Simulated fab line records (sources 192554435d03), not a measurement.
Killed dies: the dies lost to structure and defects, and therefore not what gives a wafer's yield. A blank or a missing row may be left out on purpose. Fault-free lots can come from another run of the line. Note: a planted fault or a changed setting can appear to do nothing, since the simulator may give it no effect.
Which tool is to blame?	flow n5 finfet	Sampling: 24 lots, 72 wafers, 2 of 1938 route steps

WHAT THE GAUGES READ, wafer by wafer
N5_BEOL_M9_OCD_MEAS_38. Usual: trench depth nm at 150.6 nm, with a standard deviation of 2.5.
lot	measured	on	trench depth nm (nm)	flag
L074	day 9 22:16	ocd-02	155.7 155.8 151.7	
L075	day 9 22:46	ocd-02	147.8 149.7 153.8	
L076	day 10 01:42	ocd-02	156.1 152.6 149.9	
L078	day 10 14:50	ocd-01	152.9 152.8 152.5	
L077	day 10 15:16	ocd-01	150.8 151.6 152.2	
L079	day 10 17:30	ocd-01	150.8 150.4 149.7	
L080	day 10 23:00	ocd-02	149.9 149.2 149.8	
L081	day 11 11:18	ocd-01	146.0 150.7 151.3	
L082	day 11 15:55	ocd-02	144.2 149.7 145.9	
L083	day 11 19:14	ocd-02	155.3 152.3 153.4	
L084	day 12 03:47	ocd-01	150.4 149.9 150.7	
L085	day 12 10:46	ocd-02	151.7 150.2 147.4	
L086	day 12 17:15	ocd-01	148.0 145.9 148.2	
L088	day 13 01:11	ocd-01	155.5 149.7 150.3	
L089	day 13 03:13	ocd-01	153.8 150.9 149.1	
L090	day 13 06:53	ocd-01	148.8 148.7 148.1	
L087	day 13 10:59	ocd-01	148.4 150.9 153.2	
L091	day 13 11:14	ocd-01	150.2 156.8 150.0	
L092	day 15 02:14	ocd-02	151.5 150.2 151.7	
L093	day 15 02:14	ocd-01	151.3 147.6 151.5	
L097	day 15 02:24	ocd-01	154.4 146.9 148.1	
L094	day 15 02:54	ocd-02	153.4 154.0 147.8	
L095	day 15 09:25	ocd-01	151.5 147.6 147.8	
L096	day 16 04:40	ocd-01	151.0 153.9 149.8	

TOOL THAT RAN EACH LOT (tool first, then ch and the chambers of the sampled wafers, then the start)
lot	N5_BEOL_M9_STRIP_80
L074	rie diel-02 ch 0,1, day 9 22:16 or earlier
L075	rie diel-02 ch 0,1,2, day 9 22:46 or earlier
L076	rie diel-02 ch 0,2,3, day 10 01:42 or earlier
L078	rie diel-06 ch 0,3, day 10 14:50 or earlier
L077	rie diel-06 ch 1,3, day 10 15:16 or earlier
L079	rie diel-06 ch 1,2, day 10 17:30 or earlier
L080	rie diel-06 ch 1,2, day 10 23:00 or earlier
L081	rie diel-02 ch 2,3, day 11 11:18 or earlier
L082	rie diel-04 ch 0,2, day 11 15:55 or earlier
L083	rie diel-02 ch 0,1,3, day 11 19:14 or earlier
L084	rie diel-06 ch 1,2, day 12 03:47 or earlier
L085	rie diel-06 ch 0,2,3, day 12 10:46 or earlier
L086	rie diel-02 ch 1,2, day 12 17:15 or earlier
L088	rie diel-06 ch 0,1,2, day 13 01:11 or earlier
L089	rie diel-06 ch 0,2,3, day 13 03:13 or earlier
L090	rie diel-06 ch 1,3, day 13 06:53 or earlier
L087	rie diel-02 ch 0,1,2, day 13 10:59 or earlier
L091	rie diel-06 ch 0,1,2, day 13 11:14 or earlier
L092	rie diel-02 ch 0,3, day 15 02:14 or earlier
L093	rie diel-04 ch 0,2, day 15 02:14 or earlier
L097	rie diel-06 ch 0,1,2, day 15 02:24 or earlier
L094	rie diel-02 ch 0,2,3, day 15 02:54 or earlier
L095	rie diel-04 ch 0,2, day 15 09:25 or earlier
L096	rie diel-06 ch 0,3, day 16 04:40 or earlier
- N5_BEOL_M9_STRIP_80: strips in N2/H2, time 10 s.

WHAT THE TOOLS THEMSELVES READ (means of the sampled wafers that have a number; where no wafer has one, the mark that the record gives instead)
N5_BEOL_M9_STRIP_80. Usual: drypump motor current A 5.6 A, standard deviation 0.35; oes product au 0.79 a.u., standard deviation 0.088; rf vpp V 59.2 V, standard deviation 0.83; showerhead plenum p Torr 2.54 Torr, standard deviation 0.066; throttle valve pct 23.7 %, standard deviation 0.34.
lot	tool	drypump motor current A (A)	oes product au (a.u.)	rf vpp V (V)	showerhead plenum p Torr (Torr)	throttle valve pct (%)	flag
L074	rie diel-02	5.7	0.90	58.6	2.60	24.0	
L075	rie diel-02	5.7	0.83	58.7	2.58	24.0	
L076	rie diel-02	5.4	0.81	58.7	2.58	23.8	
L078	rie diel-06	5.4	0.72	59.4	2.49	23.9	
L077	rie diel-06	5.4	0.75	58.6	2.47	24.0	
L079	rie diel-06	5.8	0.81	60.0	2.49	23.6	
L080	rie diel-06	5.6	0.79	59.1	2.52	23.7	
L081	rie diel-02	5.3	0.76	58.8	2.56	23.6	
L082	rie diel-04	6.0	0.70	59.3	2.53	23.4	
L083	rie diel-02	5.6	0.84	59.6	2.59	23.8	
L084	rie diel-06	5.8	0.80	59.0	2.49	23.6	
L085	rie diel-06	5.5	0.85	58.3	2.50	23.6	
L086	rie diel-02	5.9	0.79	59.1	2.56	24.0	
L088	rie diel-06	5.5	0.85	58.2	2.53	23.5	
L089	rie diel-06	5.5	0.84	60.6	2.50	23.6	
L090	rie diel-06	5.4	0.73	59.4	2.49	23.8	
L087	rie diel-02	5.7	0.79	59.8	2.57	24.0	
L091	rie diel-06	5.4	0.85	60.0	2.53	23.5	
L092	rie diel-02	5.4	0.82	58.9	2.58	23.9	
L093	rie diel-04	6.0	0.92	59.6	2.53	23.2	
L097	rie diel-06	5.4	0.83	59.6	2.53	23.5	
L094	rie diel-02	5.4	0.77	60.0	2.56	23.8	
L095	rie diel-04	6.1	0.79	59.9	2.57	23.4	
L096	rie diel-06	5.4	0.78	58.9	2.47	23.8	

THE ANSWER, worked out from the rows above alone
Rule: a lot counts as off when the mean over its wafers that have a number is more than 3 standard deviations away from the usual mean. A lot without any number at a reading at which 4 lots or more have one is off too. All remaining lots with rows at the step are treated as sound. After the gauges, taken in route order, come the tools' own readings; for these a lot's mean is taken, as printed above. At the first step where some lot is off, the reading lying furthest off is the one used; lots without a number count as furthest.
None of the lots is off at any reading shown; this tells nothing.

WHAT WAS PUT IN BY THE SIMULATOR
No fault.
